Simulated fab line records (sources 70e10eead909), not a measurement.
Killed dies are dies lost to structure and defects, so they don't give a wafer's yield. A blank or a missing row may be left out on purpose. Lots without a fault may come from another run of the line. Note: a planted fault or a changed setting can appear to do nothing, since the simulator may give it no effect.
Which tool is to blame?    flow nand-harc    72 wafers from 24 lots sampled at 6 of the route's 1302 steps

WHAT EACH GAUGE READ, for each wafer
The record lacks any reading of a measuring or inspecting step that a usual standard deviation could be used to judge.

WHICH TOOL RAN EACH LOT (tool, then ch and the chambers of the sampled wafers, then the start)
lot   NHARC_A_STAIRCASE_TRIM_189                     NHARC_A_STAIRCASE_ETCH_192                     NHARC_A_STAIRCASE_TRIM_198                     NHARC_A_STAIRCASE_ETCH_225                     NHARC_A_STAIRCASE_ETCH_227                     NHARC_A_STAIRCASE_STRIP_254
L075  rie-diel-13 ch 0,1, day 16 11:10 or earlier    rie-diel-13 ch 2,3, day 16 11:10 or earlier    rie-diel-10 ch 0,3, day 16 11:10 or earlier    rie-diel-10 ch 0,2,3, day 16 11:10 or earlier  rie-diel-10 ch 0,1,3, day 16 11:10 or earlier  plasma-asher-01 ch 0,1, day 16 11:10
L074  rie-diel-13 ch 0,1,2, day 16 14:31 or earlier  rie-diel-13 ch 1,2, day 16 14:31 or earlier    rie-diel-02 ch 0,3, day 16 14:31 or earlier    rie-diel-13 ch 0,3, day 16 14:31 or earlier    rie-diel-13 ch 2,3, day 16 14:31 or earlier    plasma-asher-01 ch 0,1, day 16 14:31
L076  rie-diel-10 ch 1,3, day 16 23:50 or earlier    rie-diel-10 ch 0,3, day 16 23:50 or earlier    rie-diel-13 ch 1,2,3, day 16 23:50 or earlier  rie-diel-02 ch 0,2, day 16 23:50 or earlier    rie-diel-02 ch 0,1,3, day 16 23:50 or earlier  plasma-asher-01 ch 0,1, day 16 23:50
L077  rie-diel-13 ch 0,1,3, day 17 06:31 or earlier  rie-diel-13 ch 2,3, day 17 06:31 or earlier    rie-diel-02 ch 1,3, day 17 06:31 or earlier    rie-diel-10 ch 0,3, day 17 06:31 or earlier    rie-diel-10 ch 0,1,3, day 17 06:31 or earlier  plasma-asher-02 ch 0,1, day 17 06:31
L078  rie-diel-02 ch 0,1, day 18 03:20 or earlier    rie-diel-02 ch 0,1,3, day 18 03:20 or earlier  rie-diel-13 ch 0,1,3, day 18 03:20 or earlier  rie-diel-13 ch 1,2, day 18 03:20 or earlier    rie-diel-13 ch 1,2,3, day 18 03:20 or earlier  plasma-asher-01 ch 0,1, day 18 03:20
L079  rie-diel-13 ch 0,3, day 19 00:11 or earlier    rie-diel-13 ch 0,2,3, day 19 00:11 or earlier  rie-diel-13 ch 0,1,3, day 19 00:11 or earlier  rie-diel-02 ch 0,1,2, day 19 00:11 or earlier  rie-diel-02 ch 0,2,3, day 19 00:11 or earlier  plasma-asher-01 ch 0,1, day 19 00:11
L080  rie-diel-02 ch 0,1,3, day 19 00:22 or earlier  rie-diel-02 ch 0,1,3, day 19 00:22 or earlier  rie-diel-02 ch 0,2,3, day 19 00:22 or earlier  rie-diel-02 ch 0,1,2, day 19 00:22 or earlier  rie-diel-02 ch 0,1,3, day 19 00:22 or earlier  plasma-asher-01 ch 0,1, day 19 00:22
L081  rie-diel-10 ch 0,1,2, day 19 07:25 or earlier  rie-diel-10 ch 0,1,2, day 19 07:25 or earlier  rie-diel-10 ch 0,1,3, day 19 07:25 or earlier  rie-diel-10 ch 0,3, day 19 07:25 or earlier    rie-diel-10 ch 0,3, day 19 07:25 or earlier    plasma-asher-01 ch 1, day 19 07:25
L082  rie-diel-13 ch 0,2,3, day 20 03:35 or earlier  rie-diel-13 ch 0,1,3, day 20 03:35 or earlier  rie-diel-13 ch 0,1,3, day 20 03:35 or earlier  rie-diel-13 ch 1,2,3, day 20 03:35 or earlier  rie-diel-13 ch 0,1,3, day 20 03:35 or earlier  plasma-asher-02 ch 0,1, day 20 03:35
L083  rie-diel-10 ch 0,1,3, day 20 10:28 or earlier  rie-diel-10 ch 0,1,3, day 20 10:28 or earlier  rie-diel-02 ch 0,1,3, day 20 10:28 or earlier  rie-diel-02 ch 1,2,3, day 20 10:28 or earlier  rie-diel-02 ch 0,2,3, day 20 10:28 or earlier  plasma-asher-01 ch 0,1, day 20 10:28
L085  rie-diel-02 ch 0,1,2, day 20 16:04 or earlier  rie-diel-02 ch 0,1,3, day 20 16:04 or earlier  rie-diel-02 ch 1,2,3, day 20 16:04 or earlier  rie-diel-02 ch 1,2,3, day 20 16:04 or earlier  rie-diel-02 ch 0,2,3, day 20 16:04 or earlier  plasma-asher-02 ch 0,1, day 20 16:04
L084  rie-diel-13 ch 0,1,2, day 20 20:40 or earlier  rie-diel-13 ch 0,1,2, day 20 20:40 or earlier  rie-diel-13 ch 0,1, day 20 20:40 or earlier    rie-diel-10 ch 0,1,3, day 20 20:40 or earlier  rie-diel-10 ch 0,1,3, day 20 20:40 or earlier  plasma-asher-02 ch 0,1, day 20 20:40
L086  rie-diel-10 ch 1,2,3, day 21 02:55 or earlier  rie-diel-10 ch 0,1,2, day 21 02:55 or earlier  rie-diel-10 ch 0,1,3, day 21 02:55 or earlier  rie-diel-02 ch 0,3, day 21 02:55 or earlier    rie-diel-02 ch 0,1,3, day 21 02:55 or earlier  plasma-asher-02 ch 0,1, day 21 02:55
L087  rie-diel-13 ch 0,3, day 21 03:38 or earlier    rie-diel-13 ch 2,3, day 21 03:38 or earlier    rie-diel-02 ch 1,3, day 21 03:38 or earlier    rie-diel-10 ch 0,2,3, day 21 03:38 or earlier  rie-diel-10 ch 1,2, day 21 03:38 or earlier    plasma-asher-01 ch 0,1, day 21 03:38
L089  rie-diel-10 ch 2,3, day 22 07:34 or earlier    rie-diel-10 ch 2,3, day 22 07:34 or earlier    rie-diel-10 ch 1,2,3, day 22 07:34 or earlier  rie-diel-10 ch 0,3, day 22 07:34 or earlier    rie-diel-10 ch 1,2, day 22 07:34 or earlier    plasma-asher-02 ch 0,1, day 22 07:34
L088  rie-diel-02 ch 1,2,3, day 22 08:19 or earlier  rie-diel-02 ch 1,2,3, day 22 08:19 or earlier  rie-diel-02 ch 0,2,3, day 22 08:19 or earlier  rie-diel-13 ch 1,2,3, day 22 08:19 or earlier  rie-diel-13 ch 2,3, day 22 08:19 or earlier    plasma-asher-02 ch 0,1, day 22 08:19
L091  rie-diel-02 ch 0,1,2, day 23 17:12 or earlier  rie-diel-02 ch 0,1,3, day 23 17:12 or earlier  rie-diel-02 ch 0,1,3, day 23 17:12 or earlier  rie-diel-10 ch 0,1, day 23 17:12 or earlier    rie-diel-10 ch 0,2,3, day 23 17:12 or earlier  plasma-asher-01 ch 0,1, day 23 17:12
L090  rie-diel-13 ch 2,3, day 23 17:31 or earlier    rie-diel-13 ch 0,1,3, day 23 17:31 or earlier  rie-diel-13 ch 0,1, day 23 17:31 or earlier    rie-diel-02 ch 0,1,2, day 23 17:31 or earlier  rie-diel-02 ch 0,1,2, day 23 17:31 or earlier  plasma-asher-02 ch 0,1, day 23 17:31
L092  rie-diel-02 ch 1,2,3, day 24 06:00 or earlier  rie-diel-02 ch 0,1,3, day 24 06:00 or earlier  rie-diel-02 ch 0,1,3, day 24 06:00 or earlier  rie-diel-13 ch 0,2,3, day 24 06:00 or earlier  rie-diel-13 ch 0,1,3, day 24 06:00 or earlier  plasma-asher-02 ch 0,1, day 24 06:00
L093  rie-diel-13 ch 0,3, day 24 06:14 or earlier    rie-diel-13 ch 1,2,3, day 24 06:14 or earlier  rie-diel-13 ch 2,3, day 24 06:14 or earlier    rie-diel-13 ch 0,2,3, day 24 06:14 or earlier  rie-diel-13 ch 0,2, day 24 06:14 or earlier    plasma-asher-01 ch 0,1, day 24 06:14
L094  rie-diel-10 ch 0,1, day 24 15:52 or earlier    rie-diel-10 ch 0,1,2, day 24 15:52 or earlier  rie-diel-13 ch 0,1,3, day 24 15:52 or earlier  rie-diel-02 ch 1,2,3, day 24 15:52 or earlier  rie-diel-02 ch 2,3, day 24 15:52 or earlier    plasma-asher-01 ch 0,1, day 24 15:52
L096  rie-diel-10 ch 0,1,3, day 25 10:13 or earlier  rie-diel-10 ch 0,1,2, day 25 10:13 or earlier  rie-diel-13 ch 0,2,3, day 25 10:13 or earlier  rie-diel-10 ch 0,2,3, day 25 10:13 or earlier  rie-diel-10 ch 0,2,3, day 25 10:13 or earlier  plasma-asher-01 ch 0,1, day 25 10:13
L095  rie-diel-10 ch 0,2,3, day 25 10:28 or earlier  rie-diel-10 ch 0,2,3, day 25 10:28 or earlier  rie-diel-13 ch 0,2,3, day 25 10:28 or earlier  rie-diel-10 ch 0,1,3, day 25 10:28 or earlier  rie-diel-10 ch 0,2,3, day 25 10:28 or earlier  plasma-asher-02 ch 0,1, day 25 10:28
L097  rie-diel-13 ch 1,2,3, day 25 15:44 or earlier  rie-diel-13 ch 0,1,3, day 25 15:44 or earlier  rie-diel-13 ch 1,2,3, day 25 15:44 or earlier  rie-diel-10 ch 1,3, day 25 15:44 or earlier    rie-diel-10 ch 1,2,3, day 25 15:44 or earlier  plasma-asher-02 ch 0,1, day 25 15:44
- NHARC_A_STAIRCASE_TRIM_189: chemistry O2, time 211.2 s.
- NHARC_A_STAIRCASE_ETCH_192: etches the open film in C4F8/O2, target depth 100 nm, time 40.5 s.
- NHARC_A_STAIRCASE_TRIM_198: chemistry O2, time 211.2 s.
- NHARC_A_STAIRCASE_ETCH_225: etches the open film in C4F8/O2, target depth 100 nm, time 40.5 s.
- NHARC_A_STAIRCASE_ETCH_227: etches the open film in C4F8/O2, target depth 100 nm, time 40.5 s.
- NHARC_A_STAIRCASE_STRIP_254: strips in O2.

WHAT THE TOOLS THEMSELVES READ (means of the sampled wafers that have a number; where no wafer has one, the mark that the record gives instead)
NHARC_A_STAIRCASE_TRIM_189. Usual: drypump-motor-current-A 5.6 A, standard deviation 0.4; o2-flow-sccm 499.9 sccm, standard deviation 1.3; oes-product-au 1.001 a.u., standard deviation 0.0087; rf-vpp-V 57.7 V, standard deviation 0.89; showerhead-plenum-p-Torr 3.48 Torr, standard deviation 0.14; throttle-valve-pct 17.037 %, standard deviation 0.0094.
lot   tool         drypump-motor-current-A (A)  o2-flow-sccm (sccm)  oes-product-au (a.u.)  rf-vpp-V (V)  showerhead-plenum-p-Torr (Torr)  throttle-valve-pct (%)  flag
L075  rie-diel-13  6.0                          500.1                0.996                  58.5          3.55                             17.037                  
L074  rie-diel-13  5.8                          499.7                0.991                  58.3          3.47                             17.043                  
L076  rie-diel-10  5.6                          498.4                1.010                  57.4          3.48                             17.054                  
L077  rie-diel-13  5.8                          499.8                1.003                  57.4          3.44                             17.032                  
L078  rie-diel-02  6.0                          497.5                1.007                  57.4          3.75                             17.036                  
L079  rie-diel-13  5.7                          499.9                0.999                  57.3          3.34                             17.033                  
L080  rie-diel-02  5.5                          499.8                1.001                  58.1          3.67                             17.041                  
L081  rie-diel-10  5.5                          501.6                0.998                  57.4          3.45                             17.040                  
L082  rie-diel-13  5.6                          501.5                1.007                  56.2          3.35                             17.039                  
L083  rie-diel-10  5.6                          500.3                1.003                  57.5          3.42                             17.037                  
L085  rie-diel-02  5.7                          499.5                0.998                  56.6          3.65                             17.036                  
L084  rie-diel-13  5.8                          498.5                1.013                  58.1          3.45                             17.036                  
L086  rie-diel-10  5.5                          500.6                1.003                  57.0          3.43                             17.041                  
L087  rie-diel-13  5.8                          500.7                1.003                  58.1          3.36                             17.037                  
L089  rie-diel-10  5.3                          498.6                0.999                  57.4          3.40                             17.035                  
L088  rie-diel-02  5.5                          500.3                0.999                  58.1          3.61                             17.039                  
L091  rie-diel-02  5.7                          500.0                1.004                  57.7          3.63                             17.030                  
L090  rie-diel-13  5.4                          499.1                0.995                  57.3          3.50                             17.035                  
L092  rie-diel-02  5.5                          499.9                0.997                  57.6          3.60                             17.040                  
L093  rie-diel-13  5.8                          499.6                1.002                  58.7          3.53                             17.033                  
L094  rie-diel-10  5.7                          500.6                0.991                  57.3          3.41                             17.041                  
L096  rie-diel-10  5.6                          498.9                1.006                  57.1          3.39                             17.035                  
L095  rie-diel-10  5.5                          500.0                0.991                  57.1          3.36                             17.041                  
L097  rie-diel-13  5.5                          499.9                1.006                  57.5          3.57                             17.042                  

NHARC_A_STAIRCASE_ETCH_192. Usual: oes-product-au 0.943 a.u., standard deviation 0.01; rf-vpp-V 894 V, standard deviation 5.5.
lot   tool         oes-product-au (a.u.)  rf-vpp-V (V)  flag
L075  rie-diel-13  0.947                  889           
L074  rie-diel-13  0.946                  892           
L076  rie-diel-10  0.951                  890           
L077  rie-diel-13  0.944                  889           
L078  rie-diel-02  0.935                  901           
L079  rie-diel-13  0.949                  890           
L080  rie-diel-02  0.957                  901           
L081  rie-diel-10  0.942                  894           
L082  rie-diel-13  0.954                  892           
L083  rie-diel-10  0.943                  893           
L085  rie-diel-02  0.951                  901           
L084  rie-diel-13  0.952                  893           
L086  rie-diel-10  0.935                  893           
L087  rie-diel-13  0.947                  888           
L089  rie-diel-10  0.944                  892           
L088  rie-diel-02  0.932                  900           
L091  rie-diel-02  0.941                  900           
L090  rie-diel-13  0.939                  898           
L092  rie-diel-02  0.946                  900           
L093  rie-diel-13  0.937                  897           
L094  rie-diel-10  0.943                  893           
L096  rie-diel-10  0.932                  892           
L095  rie-diel-10  0.930                  890           
L097  rie-diel-13  0.955                  898           

NHARC_A_STAIRCASE_TRIM_198. Usual: drypump-motor-current-A 5.5 A, standard deviation 0.44; o2-flow-sccm 499.9 sccm, standard deviation 1.5; oes-product-au 1.003 a.u., standard deviation 0.0092; rf-vpp-V 57.7 V, standard deviation 0.9; showerhead-plenum-p-Torr 3.51 Torr, standard deviation 0.14; throttle-valve-pct 17.037 %, standard deviation 0.0099.
lot   tool         drypump-motor-current-A (A)  o2-flow-sccm (sccm)  oes-product-au (a.u.)  rf-vpp-V (V)  showerhead-plenum-p-Torr (Torr)  throttle-valve-pct (%)  flag
L075  rie-diel-10  5.6                          502.5                0.998                  57.0          3.38                             17.045                  
L074  rie-diel-02  5.1                          499.3                1.009                  58.6          3.61                             17.036                  
L076  rie-diel-13  5.5                          500.3                1.007                  57.6          3.43                             17.038                  
L077  rie-diel-02  5.3                          501.2                1.004                  58.0          3.47                             17.041                  
L078  rie-diel-13  5.8                          498.7                1.005                  57.7          3.44                             17.043                  
L079  rie-diel-13  5.8                          498.3                1.002                  57.1          3.44                             17.043                  
L080  rie-diel-02  5.1                          499.4                0.997                  58.0          3.57                             17.038                  
L081  rie-diel-10  5.6                          500.6                0.995                  56.6          3.42                             17.034                  
L082  rie-diel-13  5.8                          500.2                1.002                  57.6          3.43                             17.034                  
L083  rie-diel-02  5.5                          500.0                1.004                  57.7          3.66                             17.045                  
L085  rie-diel-02  5.5                          499.7                1.005                  58.7          3.62                             17.035                  
L084  rie-diel-13  6.0                          500.0                1.000                  56.9          3.53                             17.037                  
L086  rie-diel-10  5.6                          499.3                0.996                  58.0          3.41                             17.042                  
L087  rie-diel-02  5.3                          501.3                0.998                  57.6          3.63                             17.046                  
L089  rie-diel-10  5.5                          500.6                1.007                  57.4          3.42                             17.030                  
L088  rie-diel-02  5.1                          500.6                1.003                  57.1          3.56                             17.034                  
L091  rie-diel-02  5.5                          500.4                0.999                  57.4          3.64                             17.031                  
L090  rie-diel-13  6.0                          499.5                0.999                  57.7          3.52                             17.039                  
L092  rie-diel-02  5.5                          499.9                1.003                  57.6          3.64                             17.041                  
L093  rie-diel-13  5.3                          499.6                1.000                  57.6          3.49                             17.041                  
L094  rie-diel-13  5.8                          500.9                1.007                  58.0          3.59                             17.038                  
L096  rie-diel-13  5.6                          499.9                1.005                  58.9          3.51                             17.045                  
L095  rie-diel-13  5.6                          499.7                1.005                  58.6          3.51                             17.033                  
L097  rie-diel-13  5.6                          501.1                1.007                  57.8          3.57                             17.041                  

NHARC_A_STAIRCASE_ETCH_225. Usual: oes-product-au 0.942 a.u., standard deviation 0.0099; rf-vpp-V 894 V, standard deviation 5.3.
lot   tool         oes-product-au (a.u.)  rf-vpp-V (V)  flag
L075  rie-diel-10  0.947                  891           
L074  rie-diel-13  0.937                  891           
L076  rie-diel-02  0.957                  897           
L077  rie-diel-10  0.959                  890           
L078  rie-diel-13  0.940                  897           
L079  rie-diel-02  0.933                  900           
L080  rie-diel-02  0.941                  901           
L081  rie-diel-10  0.942                  890           
L082  rie-diel-13  0.950                  891           
L083  rie-diel-02  0.948                  899           
L085  rie-diel-02  0.935                  898           
L084  rie-diel-10  0.940                  892           
L086  rie-diel-02  0.939                  899           
L087  rie-diel-10  0.944                  891           
L089  rie-diel-10  0.942                  890           
L088  rie-diel-13  0.941                  892           
L091  rie-diel-10  0.940                  892           
L090  rie-diel-02  0.953                  900           
L092  rie-diel-13  0.936                  895           
L093  rie-diel-13  0.928                  895           
L094  rie-diel-02  0.932                  899           
L096  rie-diel-10  0.934                  890           
L095  rie-diel-10  0.933                  891           
L097  rie-diel-10  0.943                  892           

NHARC_A_STAIRCASE_ETCH_227. Usual: oes-product-au 0.944 a.u., standard deviation 0.011; rf-vpp-V 894 V, standard deviation 5.
lot   tool         oes-product-au (a.u.)  rf-vpp-V (V)  flag
L075  rie-diel-10  0.955                  892           
L074  rie-diel-13  0.943                  889           
L076  rie-diel-02  0.944                  895           
L077  rie-diel-10  0.959                  893           
L078  rie-diel-13  0.949                  893           
L079  rie-diel-02  0.937                  897           
L080  rie-diel-02  0.937                  902           
L081  rie-diel-10  0.954                  889           
L082  rie-diel-13  0.950                  892           
L083  rie-diel-02  0.943                  897           
L085  rie-diel-02  0.946                  898           
L084  rie-diel-10  0.938                  892           
L086  rie-diel-02  0.942                  900           
L087  rie-diel-10  0.943                  894           
L089  rie-diel-10  0.942                  893           
L088  rie-diel-13  0.948                  888           
L091  rie-diel-10  0.937                  890           
L090  rie-diel-02  0.955                  900           
L092  rie-diel-13  0.926                  898           
L093  rie-diel-13  0.953                  890           
L094  rie-diel-02  0.946                  895           
L096  rie-diel-10  0.936                  890           
L095  rie-diel-10  0.934                  890           
L097  rie-diel-10  0.939                  892           

NHARC_A_STAIRCASE_STRIP_254. Usual: drypump-motor-current-A 5.6 A, standard deviation 0.54; heater-power-w 334 W, standard deviation 17.
lot   tool             drypump-motor-current-A (A)  heater-power-w (W)  flag
L075  plasma-asher-01  5.2                          316                 
L074  plasma-asher-01  5.1                          328                 
L076  plasma-asher-01  5.2                          323                 
L077  plasma-asher-02  6.3                          360                 
L078  plasma-asher-01  5.1                          322                 
L079  plasma-asher-01  5.1                          329                 
L080  plasma-asher-01  5.1                          323                 
L081  plasma-asher-01  5.0                          322                 
L082  plasma-asher-02  6.3                          353                 
L083  plasma-asher-01  5.3                          323                 
L085  plasma-asher-02  6.0                          345                 
L084  plasma-asher-02  6.0                          341                 
L086  plasma-asher-02  6.0                          341                 
L087  plasma-asher-01  5.1                          323                 
L089  plasma-asher-02  6.0                          347                 
L088  plasma-asher-02  6.3                          354                 
L091  plasma-asher-01  5.2                          320                 
L090  plasma-asher-02  6.3                          351                 
L092  plasma-asher-02  6.3                          346                 
L093  plasma-asher-01  5.2                          318                 
L094  plasma-asher-01  5.3                          312                 
L096  plasma-asher-01  5.1                          314                 
L095  plasma-asher-02  6.1                          348                 
L097  plasma-asher-02  6.0                          345                 

THE ANSWER, worked out from the rows above alone
Rule: take the mean of a lot's wafers that have a number; if it is more than 3 standard deviations from the usual mean, the lot is off. Also off: a lot with no number at a reading for which 4 or more lots have one. Where the step has rows for the other lots, those lots are counted as sound. First the gauges in route order, then the tools' own readings, where a lot's mean is used as printed above. The first step at which some lot is off is used, and at that step the reading that is off furthest; a lot without a number counts as furthest.
No lot is off at any reading shown: from this, nothing can be told.

WHAT THE SIMULATOR PUT IN
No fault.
